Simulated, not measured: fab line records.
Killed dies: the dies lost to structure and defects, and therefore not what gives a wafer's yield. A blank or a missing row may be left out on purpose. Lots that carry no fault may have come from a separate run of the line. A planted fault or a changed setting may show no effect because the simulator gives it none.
Struck lot and sound lot, side by side | flow nandHarc | 14 out of 1159 route steps
Sound: the wafers L407.1, L407.2, L407.6. Struck: wafer L420.5 (left out: L420.3, L420.6 of the same lot, which were not struck); the cause appears at the end.
Per side, at each step with rows, come the tool, then ch with its chambers, and then its first start. Under that, the readings that differ: sound wafers | struck wafers | difference of the means | sigmas: that difference in standard deviations of wafers without a fault.
alike: readings with means less than 2 such deviations apart, plus words and numbers identical on both sides. not compared: withheld readings, readings lacking a value on some wafer, bounds such as >300 that could conceal the same value, and numbers that have no deviation in the record and whose values overlap.
A row with sigmas, a row that says differs or no value, or rows on one side alone: a step with any of these is where the two part. Numbers that have no deviation but don't overlap get no sigmas and don't part them. Lack of a reading on every wafer of one side parts them only where that side has two or more wafers.

NHARC_A_CONTACT_ETCH_137: etches the open film in C4F8/O2/Ar, time 132 s, target depth 1287 nm.
  sound on harCapEtch-02 ch 0,1, day 16 15:51; struck on harCapEtch-01 ch 0, day 20 11:43
  not compared: rfHoursCounterH
then, 2 steps without rows for these wafers: NHARC_A_CONTACT_ETCH_138 (etches the open film in C4F8/O2/Ar, time 132 s, target depth 1289 nm); NHARC_A_CONTACT_ETCH_139 (etches the open film in C4F8/O2/Ar, time 137 s, target depth 590 nm).
NHARC_A_CONTACT_ETCH_92: etches the open film in CH3F/O2, target depth 40 nm, time 85.7 s.
  sound on rieDiel-03 ch 0,3, day 16 16:30; struck on rieDiel-06 ch 0, day 20 12:29
  alike: drypumpMotorCurrentA, oesProductAu, rfVppV, showerheadPlenumPTorr, throttleValvePct
  not compared: rfHoursCounterH
NHARC_A_CONTACT_ETCH_98: etches the open film in C4F6/O2, target depth 20 nm, time 10 s.
  sound: rieDiel-03 ch 0,1,3; struck: rieDiel-06 ch 2
  alike: drypumpMotorCurrentA, oesProductAu, rfVppV, showerheadPlenumPTorr, throttleValvePct
  not compared: rfHoursCounterH
NHARC_A_CONTACT_CD_MEAS_15:
  sound: cdSem-03 at day 16 16:44; struck: cdSem-01 at day 20 12:41
reading   | sound          | struck | difference | sigmas
cdNm (nm) | 89.4 89.2 89.2 | 91.0   | +1.7       | +3
then, 4 steps without rows for these wafers: NHARC_A_CONTACT_STRIP_107 (strips in N2/H2); NHARC_A_CONTACT_STRIP_108 (strips in CF4/CHF3); NHARC_A_CONTACT_STRIP_109 (strips in O2/COS); NHARC_A_CONTACT_ETCH_110 (etches the open film in CF4/O2, target depth 50 nm, overetch 5 nm, time 27.5 s).
NHARC_A_CONTACT_STRIP_26: strips in O2.
  sound: rieDiel-03 ch 0,1,2; struck: rieDiel-06 ch 0
  alike: drypumpMotorCurrentA, oesProductAu, rfVppV, showerheadPlenumPTorr, throttleValvePct
  not compared: rfHoursCounterH
then, 1 step without rows for these wafers: NHARC_A_CONTACT_STRIP_27 (strips in post etch residue remover, time 600 s).
NHARC_A_CONTACT_ALD_18: deposits TiN, target thk 3 nm, pulse time 1 s, ald cycles 150.
  sound on aldMetal-03 ch 0,2, day 16 17:41; struck on aldMetal-04 ch 1, day 20 13:43
reading   | sound       | struck | difference | sigmas
aldCycles | 150 150 150 | 72     | -78        | 
  alike: heaterPowerOuterW, heaterPowerW, precursorPulseHeightRel
NHARC_A_CONTACT_CVD_19: deposits W, target thk 300 nm, time 802 s.
  sound: cvdW-01 ch 0,1; struck: cvdW-02 ch 0
reading               | sound       | struck | difference | sigmas
heaterPowerOuterW (W) | 224 274 268 | 368    | +113       | +2
heaterPowerW (W)      | 445 455 458 | 617    | +164       | +2
  alike: throttleValvePct

WHERE THEY PART
Last at NHARC_A_CONTACT_CVD_19 as far as this record goes, first at NHARC_A_CONTACT_CD_MEAS_15.

WHY: what the simulator had put in
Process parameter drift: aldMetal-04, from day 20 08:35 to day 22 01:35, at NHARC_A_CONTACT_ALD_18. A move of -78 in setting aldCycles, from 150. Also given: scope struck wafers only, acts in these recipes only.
